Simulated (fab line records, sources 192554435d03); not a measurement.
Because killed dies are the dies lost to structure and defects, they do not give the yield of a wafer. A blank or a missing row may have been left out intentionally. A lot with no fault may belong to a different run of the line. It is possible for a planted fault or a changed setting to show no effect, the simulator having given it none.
fab line records	flow n5Finfet
[record] lots = 7	wafers = 39
route steps=1938 shown BEOL_M0_SAQP@638 BEOL_M1@813 BEOL_M2@887 BEOL_M4@1021 BEOL_M6@1230
startH: start of the lot's first displayed wafer, in hours after the record's first day	waitH: how many hours have passed since the lot's step before this one	" as in the row above	L1.1+2: a row that stands for several wafers	- value missing, or start not given	* or withheld: withheld	< > ~ a bound
route shown NAME@n: NAME is a module with steps in the file, n the number in the route of the first one	usual: mean and standard deviation over wafers with no fault	same: alike in all rows	chamber/n: place in a boat	sites: readings site by site	_std_site: standard deviation of those values	_edge_site: inner sites' mean taken away from outer sites' mean	radiusMm: for every site, how far away it sits from the centre of the wafer	mask NAME#n: copy n	behind: the last tool/chamber to shape the wafer	hold: reason for holding the lot/hours on hold/outcome of the hold	device: the transistor (n, p or np) that didn't switch	end of line: at the end of the route, the tests of the same wafers	a step with no rows: only its recipe	killed: dies lost to structure and defects at the first sort, not the wafer's yield	map: dies across one wafer; x = killed, . = not, _ = none there
set.NAME: the setting the step ran with; set.NAME@STEP: the setting that earlier step ran with	model.NAME: the simulator's own value behind a step, which no gauge read
lots where settings were altered on purpose, with a table for each step and a row for each wafer
[[steps]]
[step N5_BEOL_M0_SAQP_PECVD_04]
[recipe] material = a-Si	targetThkA = 600	tempC = 350	precursor = SiH4/He	pressureTorr = 3	rfW = 100	timeS = 60.2
lot.wafer	tool	chamber	startH	waitH	set.timeS	model.a-Si_of_BEOL_M0_SAQP_PECVD_04.thkNm
L074.1	pecvd-02	0	108.90	0.0	60.2	59.2
L074.2	"	1	"	"	60.2	59.4
L074.3	"	2	"	"	86.89	85.6
L074.4	"	2	"	"	60.2	60
L074.5	"	0	"	"	86.89	87
L074.6	"	1	"	"	86.89	87.4
L075.1+3	pecvd-03	2,0	121.70	0.0	60.2	59.2
L075.2	"	1	"	"	60.2	59.6
L075.4	"	1	"	"	86.44	86.6
L075.5	"	2	"	"	86.44	87.4
L075.6	"	0	"	"	86.44	87
L077.1	pecvd-02	1	126.99	0.0	60.2	58
L077.2	"	0	"	"	81.25	78.8
L077.3	"	2	"	"	60.2	58.2
L077.4	"	1	"	"	60.2	58.8
L077.5	"	2	"	"	81.25	80.6
L077.6	"	0	"	"	81.25	79.6
L078.1	pecvd-04	1	127.09	0.0	60.2	60.4
L078.2	"	0	"	"	45.95	46.6
L078.3	"	2	"	"	60.2	60.8
L078.4	"	0	"	"	60.2	60.6
L078.5	"	2	"	"	45.95	47.2
L078.6	"	1	"	"	45.95	47.4
L082.1	pecvd-04	2	178.75	0.0	60.2	59.8
L082.2+3	"	1,0	"	"	60.2	60
L082.4	"	2	"	"	60.2	60.8
L082.5	"	0	"	"	60.2	61
L082.6	"	1	"	"	60.2	60.4
L088.2	pecvd-02	1	222.31	0.0	60.2	59.6
L088.3+4	"	0,1	"	"	60.2	60.4
L087.1	pecvd-04	0	222.49	0.0	60.2	59.8
L087.2	"	2	"	"	60.2	60
L087.3+4	"	0,2	"	"	60.2	60.6
L087.5	"	0	"	"	60.2	60.8
L087.6	"	2	"	"	60.2	61.2
[step N5_BEOL_M0_SAQP_THK_MEAS_05]
[usual] thkNm = 60.0/0.76
lot.wafer	tool	chamber	startH	waitH	set.timeS@BEOL_M0_SAQP_PECVD_04	thkNm
L074.1	filmMetro-01	-	109.00	0.1	60.2	59.2
L074.2	"	-	"	"	60.2	59.5
L074.3	"	-	"	"	86.89	85.8
L074.4	"	-	"	"	60.2	60.1
L074.5	"	-	"	"	86.89	86.9
L074.6	"	-	"	"	86.89	87.5
L075.1	filmMetro-01	-	121.79	0.1	60.2	59.1
L075.2	"	-	"	"	60.2	59.6
L075.3	"	-	"	"	60.2	59.1
L075.4	"	-	"	"	86.44	86.7
L075.5	"	-	"	"	86.44	87.4
L075.6	"	-	"	"	86.44	87.1
L077.1	filmMetro-02	-	127.08	0.1	60.2	58.0
L077.2	"	-	"	"	81.25	78.8
L077.3	"	-	"	"	60.2	58.2
L077.4	"	-	"	"	60.2	58.7
L077.5	"	-	"	"	81.25	80.6
L077.6	"	-	"	"	81.25	79.6
L078.1	filmMetro-01	-	127.18	0.1	60.2	60.5
L078.2	"	-	"	"	45.95	46.6
L078.3	"	-	"	"	60.2	60.7
L078.4	"	-	"	"	60.2	60.7
L078.5	"	-	"	"	45.95	47.2
L078.6	"	-	"	"	45.95	47.4
L082.1	filmMetro-02	-	178.84	0.1	60.2	59.8
L082.2	"	-	"	"	60.2	60.0
L082.3	"	-	"	"	60.2	59.9
L082.4	"	-	"	"	60.2	60.9
L082.5	"	-	"	"	60.2	60.9
L082.6	"	-	"	"	60.2	60.4
L088.2	filmMetro-01	-	222.44	0.1	60.2	59.7
L088.3	"	-	"	"	60.2	60.4
L088.4	"	-	"	"	60.2	60.5
L087.1	filmMetro-02	-	222.62	0.1	60.2	59.8
L087.2	"	-	"	"	60.2	59.9
L087.3	"	-	"	"	60.2	60.6
L087.4	"	-	"	"	60.2	60.7
L087.5	"	-	"	"	60.2	60.8
L087.6	"	-	"	"	60.2	61.2
[step N5_BEOL_M0_SAQP_HM_DEP_111]
[recipe] material = SiO2	targetThkA = 120	tempC = 400	precursor = SiH4/N2O	pressureTorr = 0.75	rfW = 275	timeS = 7.2
[step N5_BEOL_M0_SAQP_COAT_81]
[recipe] resist = SOC	tempC = 250	timeS = 60	spinRpm = 1500	resistThkNm = 100
[step N5_BEOL_M0_SAQP_HM_OPEN_112]
[recipe] chemistry = CHF3/O2	target = SiO2	stopOn = a-Si	targetDepthA = 120	overEtchFrac = 1.25	maskMaterial = SOC	timeS = 13.5	pressureMtorr = 30	sourceW = 650	biasW = 170	Ar_flow_sccm = 200	CHF3_flow_sccm = 50	O2_flow_sccm = 5	ionEnergyEv = 200	ends = endPoint
[step N5_BEOL_M0_SAQP_STRIP_113]
[recipe] chemistry = CHF3/O2	resist = SiARC	rfFrequencyHz = 6e+07
[step N5_BEOL_M0_SAQP_MANDREL_ETCH_20]
[recipe] targetDepthA = 600	chemistry = HBr/Cl2	target = a-Si	stopOn = SiNx	btTimeS = 10	maskMaterial = SOC	overEtchFrac = 0.5	timeS = 30	pressureMtorr = 10	icpW = 800	biasW = 75	HBr_flow_sccm = 150	Cl2_flow_sccm = 80	ends = endPoint
[usual] oesProductAu = 0.775/0.013
lot.wafer	tool	chamber	startH	waitH	set.timeS@BEOL_M0_SAQP_PECVD_04	oesProductAu	model.etch.depthNm
L074.1	rieSi-05	3	109.85	0.0	60.2	0.760	59.16
L074.2	"	0	"	"	60.2	0.782	59.46
L074.3	"	2	"	"	86.89	0.941	85.66
L074.4	"	1	"	"	60.2	0.782	60.1
L074.5	"	3	"	"	86.89	0.963	86.88
L074.6	"	2	"	"	86.89	0.955	87.48
L075.1	rieSi-05	2	122.56	0.0	60.2	0.748	59.18
L075.2	"	3	"	"	60.2	0.776	59.55
L075.3	"	0	"	"	60.2	0.778	59.13
L075.4	"	1	"	"	86.44	0.969	86.65
L075.5	"	3	"	"	86.44	0.982	87.4
L075.6	"	2	"	"	86.44	0.950	87.09
L077.1	rieSi-05	1	127.93	0.0	60.2	0.767	58.01
L077.2	"	3	"	"	81.25	0.910	78.81
L077.3	"	2	"	"	60.2	0.748	58.19
L077.4	"	0	"	"	60.2	0.774	58.74
L077.5	"	2	"	"	81.25	0.909	80.59
L077.6	"	3	"	"	81.25	0.920	79.55
L078.1	rieSi-06	3	128.09	0.0	60.2	0.786	60.45
L078.2	"	2	"	"	45.95	0.672	46.6
L078.3	"	0	"	"	60.2	0.786	60.65
L078.4	"	1	"	"	60.2	0.800	60.66
L078.5	"	3	"	"	45.95	0.682	47.28
L078.6	"	2	"	"	45.95	0.669	47.31
L082.1	rieSi-03	3	179.71	0.0	60.2	0.771	59.82
L082.2	"	0	"	"	60.2	0.788	59.98
L082.3	"	1	"	"	60.2	0.763	59.93
L082.4	"	2	"	"	60.2	0.792	60.86
L082.5	"	1	"	"	60.2	0.780	60.9
L082.6	"	2	"	"	60.2	0.790	60.44
L088.2	rieSi-03	0	223.48	0.0	60.2	0.775	59.68
L088.3	"	3	"	"	60.2	0.779	60.4
L088.4	"	3	"	"	60.2	0.781	60.45
L087.1	rieSi-05	2	223.73	0.0	60.2	0.756	59.78
L087.2	"	3	"	"	60.2	0.770	59.94
L087.3	"	1	"	"	60.2	0.782	60.58
L087.4	"	0	"	"	60.2	0.766	60.68
L087.5	"	3	"	"	60.2	0.774	60.72
L087.6	"	0	"	"	60.2	0.773	61.09
[step N5_BEOL_M1_CVD_47]
[recipe] material = Co	targetThkA = 30	tempC = withheld	precursor = CCTBA/H2	pressureTorr = 30	timeS = 223.8
lot.wafer	tool	chamber	startH	waitH	set.targetThkA	model.Co_of_BEOL_M1_CVD_47.thkNm
L074.1+4+6	cvdCo-02	1,0,1	128.58	0.3	41.75	4.2
L074.2+5	"	0,2	"	"	30	3
L074.3	"	2	"	"	30	2.8
L075.1+2+3+4+6	cvdCo-01	2,0,1,0,2	140.39	0.0	30	3
L075.5	"	1	"	"	30	3.2
L077.1+5	cvdCo-02	0,2	149.87	0.0	30	3
L077.2+3+4+6	"	2,1,0,1	"	"	30	3.2
L078.1+5+6	cvdCo-01	2,2,0	149.95	0.1	40.3	4.2
L078.2+4	"	0,1	"	"	30	3
L078.3	"	1	"	"	30	3.2
L082.1+4	cvdCo-01	2,0	222.31	0.0	30	3
L082.2	"	0	"	"	30	2.8
L082.3+5+6	"	1,1,2	"	"	46.21	4.6
L088.2+4	cvdCo-01	1,0	245.41	0.0	30	2.8
L088.3	"	2	"	"	30	3
L087.1+5	cvdCo-02	0,1	245.45	0.0	40	4
L087.2+3	"	1,2	"	"	30	2.8
L087.4	"	2	"	"	30	3
L087.6	"	0	"	"	40	3.8
[step N5_BEOL_M1_SPUTTER_48]
[recipe] material = Cu	targetThkA = 45	tempC = -20	chamberPressurePa = 0.07	powerW = withheld	timeS = 8.29
[step N5_BEOL_M1_ANNEAL_49]
[recipe] tempC = 400	timeS = 240	ambient = vacuum
[step N5_BEOL_M1_ECD_50]
[recipe] material = Cu	targetThkA = 3000
[step N5_BEOL_M1_ANNEAL_51]
[recipe] tempC = 225	timeS = 90	ambient = N2
[step N5_BEOL_M1_CMP_52]
[recipe] stopOn = SiOC	tOverpolishS = 6.8	downForcePsi = 1	platenRpm = 50	clearingPlatenDownForcePsi = 1.5	clearingPlatenRpm = 50	postCmpClean = cuAlkaline	targetThkNm = 40	clearingPlatenPadVelocityMS = 0.99484	padVelocityMS = 0.99484
[usual] barrierFieldEndpointS = 24.9/0.52
lot.wafer	tool	chamber	startH	waitH	set.targetThkA@BEOL_M1_CVD_47	barrierFieldEndpointS
L074.3	cmp-02	1	132.73	0.2	30	24.1
L074.1	"	2	"	"	41.75	25.8
L074.2	"	3	"	"	30	24.9
L074.4	"	0	"	"	41.75	26.4
L074.5	"	1	"	"	30	24.5
L074.6	"	2	"	"	41.75	26.6
L075.2	cmp-02	3	142.92	0.2	30	25.4
L075.3	"	0	"	"	30	25.4
L075.1	"	1	"	"	30	24.9
L075.4	"	2	"	"	30	25.7
L075.5	"	3	"	"	30	26.2
L075.6	"	0	"	"	30	25.3
L077.3	cmp-03	1	152.31	0.2	30	25.4
L077.1	"	2	"	"	30	25.1
L077.2	"	3	"	"	30	24.7
L077.4	"	0	"	"	30	25.9
L077.5	"	1	"	"	30	26.3
L077.6	"	2	"	"	30	25.3
L078.3	cmp-02	0	152.54	0.2	30	24.3
L078.1	"	1	"	"	40.3	25.1
L078.4	"	2	"	"	30	24.5
L078.2	"	3	"	"	30	23.6
L078.5	"	0	"	"	40.3	26.0
L078.6	"	1	"	"	40.3	25.7
L082.3	cmp-02	2	224.89	0.3	46.21	26.2
L082.4	"	3	"	"	30	24.7
L082.2	"	0	"	"	30	24.1
L082.1	"	1	"	"	30	24.2
L082.6	"	2	"	"	46.21	25.9
L082.5	"	3	"	"	46.21	27.4
L088.2	cmp-02	1	247.95	0.3	30	24.3
L088.3	"	3	"	"	30	24.7
L088.4	"	0	"	"	30	24.7
L087.4	cmp-02	3	248.18	0.4	30	25.3
L087.2	"	0	"	"	30	24.2
L087.3	"	1	"	"	30	24.6
L087.1	"	2	"	"	40	26.1
L087.6	"	3	"	"	40	26.6
L087.5	"	0	"	"	40	26.0
[step N5_BEOL_M2_VIA_ETCH_34]
[recipe] chemistry = C4F6/O2	targetDepthA = 694	maskMaterial = SOC	pressureMtorr = 15	ionEnergyEv = 250	taperDeg = 4	timeS = 65.9	sourceW = 350	biasW = 170	Ar_flow_sccm = 300	C4F6_flow_sccm = 10	O2_flow_sccm = 10
lot.wafer	tool	chamber	startH	waitH	set.targetDepthA	model.etch.depthNm	model.SOC_of_BEOL_M2_COAT_67.thkNm
L074.1	rieDiel-01	2	137.21	0.0	921.5	94.02	49
L074.2	"	3	"	"	921.5	93.22	49.2
L074.3	"	0	"	"	694	69.91	52
L074.4	"	1	"	"	694	70.59	51.8
L074.5	"	0	"	"	694	70.17	51.8
L074.6	"	1	"	"	921.5	93.32	49.2
L075.1	rieDiel-06	3	148.87	0.0	694	70.18	51.6
L075.2	"	2	"	"	342.7	34.5	55.8
L075.3	"	1	"	"	342.7	34.38	55.8
L075.4	"	0	"	"	694	68.87	52
L075.5	"	0	"	"	694	69.28	51.8
L075.6	"	3	"	"	342.7	34.52	56
L077.1	rieDiel-06	2	170.93	0.0	488.2	49.24	54.4
L077.2	"	0	"	"	488.2	48.26	54.6
L077.3	"	3	"	"	488.2	49.11	54.6
L077.4	"	1	"	"	694	70.21	52
L077.5	"	0	"	"	694	68.65	52.4
L077.6	"	3	"	"	694	69.47	52.2
L078.1	rieDiel-01	2	178.41	0.0	694	70.8	51.8
L078.2	"	3	"	"	286.7	28.99	56.6
L078.3	"	0	"	"	694	70.12	51.6
L078.4	"	1	"	"	286.7	29.56	56.8
L078.5	"	2	"	"	694	70.7	52
L078.6	"	3	"	"	286.7	28.89	56.8
L082.1	rieDiel-01	1	227.97	0.0	694	70.13	51.8
L082.2	"	2	"	"	466.9	47	54.6
L082.3	"	3	"	"	694	69.24	52
L082.4	"	0	"	"	466.9	46.47	54.6
L082.5	"	0	"	"	694	69.78	52
L082.6	"	1	"	"	466.9	47.21	54.4
L088.2	rieDiel-06	1	255.57	0.0	694	69.9	51.4
L088.3	"	3	"	"	694	69.65	51.4
L088.4	"	0	"	"	694	69.03	51.4
L087.1	rieDiel-06	2	255.97	0.0	1078	107.2	47.4
L087.2	"	3	"	"	1078	106.5	47.6
L087.3	"	0	"	"	1078	106.5	47.4
L087.4	"	1	"	"	694	69.32	52
L087.5	"	0	"	"	694	69.03	52
L087.6	"	1	"	"	694	69.38	52
[step N5_BEOL_M4_ILD_DEP_00]
[recipe] material = SiOC	targetThkA = 790	tempC = 350	precursor = DEMS/O2	pressureTorr = 5	rfW = 500	timeS = 15.3
lot.wafer	tool	chamber	startH	waitH	set.targetThkA	model.SiOC_of_BEOL_M4_ILD_DEP_00.thkNm
L074.1+2	pecvd-04	0,1	156.15	0.0	790	79.2
L074.3	"	1	"	"	938.8	95.4
L074.4	"	0	"	"	938.8	95.2
L074.5	"	0	"	"	790	80.6
L074.6	"	1	"	"	938.8	96.6
L075.1	pecvd-03	0	186.36	0.0	790	77.4
L075.2	"	2	"	"	790	78
L075.3	"	1	"	"	790	77.2
L075.4	"	2	"	"	790	79
L075.5	"	1	"	"	790	79.4
L075.6	"	0	"	"	790	78.2
L077.1	pecvd-04	1	226.48	0.0	790	77.6
L077.2	"	2	"	"	979.1	97.6
L077.3	"	2	"	"	790	80
L077.4	"	1	"	"	979.1	97
L077.5	"	2	"	"	790	79.8
L077.6	"	1	"	"	979.1	97.8
L078.1	pecvd-01	2	228.89	0.0	790	78.6
L078.2	"	0	"	"	790	79.4
L078.3	"	1	"	"	790	79.2
L078.4	"	0	"	"	790	80.4
L078.5+6	"	1,2	"	"	790	80.6
L082.1+4	pecvd-04	2,0	238.99	0.0	790	79.8
L082.2	"	1	"	"	790	78.6
L082.3	"	0	"	"	790	78.8
L082.5	"	2	"	"	790	80
L082.6	"	1	"	"	790	80.2
L087.1	pecvd-01	1	281.02	0.0	909.6	89.4
L087.2	"	0	"	"	790	78.6
L087.3	"	2	"	"	790	77.8
L087.4	"	0	"	"	909.6	90.4
L087.5	"	2	"	"	909.6	91.2
L087.6	"	1	"	"	790	78.2
L088.2	pecvd-04	1	282.01	0.0	790	78.8
L088.3	"	2	"	"	790	79.2
L088.4	"	2	"	"	790	79.4
[step N5_BEOL_M4_THK_MEAS_01]
[recipe] reads = SiOC_of_BEOL_M4_ILD_DEP_00
[usual] M4_ILD_THK = 79.0/0.93
lot.wafer	tool	chamber	startH	waitH	set.targetThkA@BEOL_M4_ILD_DEP_00	M4_ILD_THK[nm]
L074.1	filmMetro-02	-	156.23	0.1	790	79.4
L074.2	"	-	"	"	790	79.1
L074.3	"	-	"	"	938.8	95.4
L074.4	"	-	"	"	938.8	95.2
L074.5	"	-	"	"	790	80.5
L074.6	"	-	"	"	938.8	96.5
L075.1	filmMetro-01	-	186.43	0.0	790	77.3
L075.2	"	-	"	"	790	78.0
L075.3	"	-	"	"	790	77.3
L075.4	"	-	"	"	790	79.0
L075.5	"	-	"	"	790	79.5
L075.6	"	-	"	"	790	78.2
L077.1	filmMetro-02	-	226.57	0.1	790	77.7
L077.2	"	-	"	"	979.1	97.7
L077.3	"	-	"	"	790	79.9
L077.4	"	-	"	"	979.1	97.0
L077.5	"	-	"	"	790	79.8
L077.6	"	-	"	"	979.1	97.9
L078.1	filmMetro-02	-	228.96	0.0	790	78.7
L078.2	"	-	"	"	790	79.5
L078.3	"	-	"	"	790	79.2
L078.4	"	-	"	"	790	80.5
L078.5	"	-	"	"	790	80.5
L078.6	"	-	"	"	790	80.5
L082.1	filmMetro-02	-	239.06	0.0	790	79.8
L082.2	"	-	"	"	790	78.8
L082.3	"	-	"	"	790	78.8
L082.4	"	-	"	"	790	79.8
L082.5	"	-	"	"	790	80.1
L082.6	"	-	"	"	790	80.1
L087.1	filmMetro-01	-	281.09	0.0	909.6	89.4
L087.2	"	-	"	"	790	78.6
L087.3	"	-	"	"	790	77.7
L087.4	"	-	"	"	909.6	90.4
L087.5	"	-	"	"	909.6	91.1
L087.6	"	-	"	"	790	78.2
L088.2	filmMetro-02	-	282.08	0.1	790	78.8
L088.3	"	-	"	"	790	79.3
L088.4	"	-	"	"	790	79.4
[step N5_BEOL_M6_DESCUM_33]
[recipe] chemistry = O2	timeS = 7	sourcePowerW = 50	biasPowerW = 20	pressureMtorr = 20	rfFrequencyHz = 2.712e+07	tempC = 40	resist = CAR-EUV	o2FlowSccm = 225
lot.wafer	tool	chamber	startH	waitH	set.timeS	model.CAR-EUV_of_BEOL_M6_COAT_22.thkNm
L074.1	rieDiel-04	2	228.72	0.0	7	26
L074.2+3+6	"	3,0,1	"	"	11.12	24
L074.4+5	"	1,0	"	"	7	26.2
L075.1+4+6	rieDiel-04	2,3,3	243.76	0.4	7	26
L075.2+3+5	"	0,1,0	"	"	5.695	26.6
L077.1+4+5	rieDiel-06	1,3,3	252.18	0.0	7	26
L077.2+3+6	"	2,0,0	"	"	8.744	25.2
L078.1+2+3+4+5+6	rieDiel-01	3,0,1,2,2,3	260.61	0.1	7	26
L082.1+4	rieDiel-04	0	275.37	0.3	7	26.2
L082.2+6	"	1	"	"	4.628	27.2
L082.3	"	2	"	"	4.628	27.4
L082.5	"	2	"	"	7	26
L087.1+3+4	rieDiel-06	0,3,0	307.43	0.0	7	26.2
L087.2+5+6	"	2,3,2	"	"	7	26
L088.2	rieDiel-04	3	307.90	0.3	7	26.2
L088.3+4	"	1,0	"	"	7	26
[[key]]
[split] step = N5_BEOL_M0_SAQP_PECVD_04	setting = timeS	stated = 60.2	by = wafer
[response] step = N5_BEOL_M0_SAQP_PECVD_04	reading = model.a-Si_of_BEOL_M0_SAQP_PECVD_04.thkNm	change = +0.615	per = 1%	r = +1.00
[response] step = N5_BEOL_M0_SAQP_THK_MEAS_05	reading = thkNm	change = *	per = 1%	r = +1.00
[response] step = N5_BEOL_M0_SAQP_MANDREL_ETCH_20	reading = oesProductAu	change = +0.00435	per = 1%	r = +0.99
[response] step = N5_BEOL_M0_SAQP_MANDREL_ETCH_20	reading = model.etch.depthNm	change = +0.616	per = 1%	r = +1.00
[split] step = N5_BEOL_M1_CVD_47	setting = targetThkA	stated = 30	by = wafer
[response] step = N5_BEOL_M1_CVD_47	reading = model.Co_of_BEOL_M1_CVD_47.thkNm	change = +0.0318	per = 1%	r = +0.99
[response] step = N5_BEOL_M1_CMP_52	reading = barrierFieldEndpointS	change = +0.0428	per = 1%	r = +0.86
[split] step = N5_BEOL_M2_VIA_ETCH_34	setting = targetDepthA	stated = 694	by = wafer
[response] step = N5_BEOL_M2_VIA_ETCH_34	reading = model.etch.depthNm	change = +0.694	per = 1%	r = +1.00
[response] step = N5_BEOL_M2_VIA_ETCH_34	reading = model.SOC_of_BEOL_M2_COAT_67.thkNm	change = -0.0819	per = 1%	r = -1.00
[split] step = N5_BEOL_M4_ILD_DEP_00	setting = targetThkA	stated = 790	by = wafer
[response] step = N5_BEOL_M4_ILD_DEP_00	reading = model.SiOC_of_BEOL_M4_ILD_DEP_00.thkNm	change = +0.8	per = 1%	r = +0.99
[response] step = N5_BEOL_M4_THK_MEAS_01	reading = M4_ILD_THK	change = +0.801	per = 1%	r = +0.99
[split] step = N5_BEOL_M6_DESCUM_33	setting = timeS	stated = 7	by = wafer
[response] step = N5_BEOL_M6_DESCUM_33	reading = model.CAR-EUV_of_BEOL_M6_COAT_22.thkNm	change = -0.035	per = 1%	r = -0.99
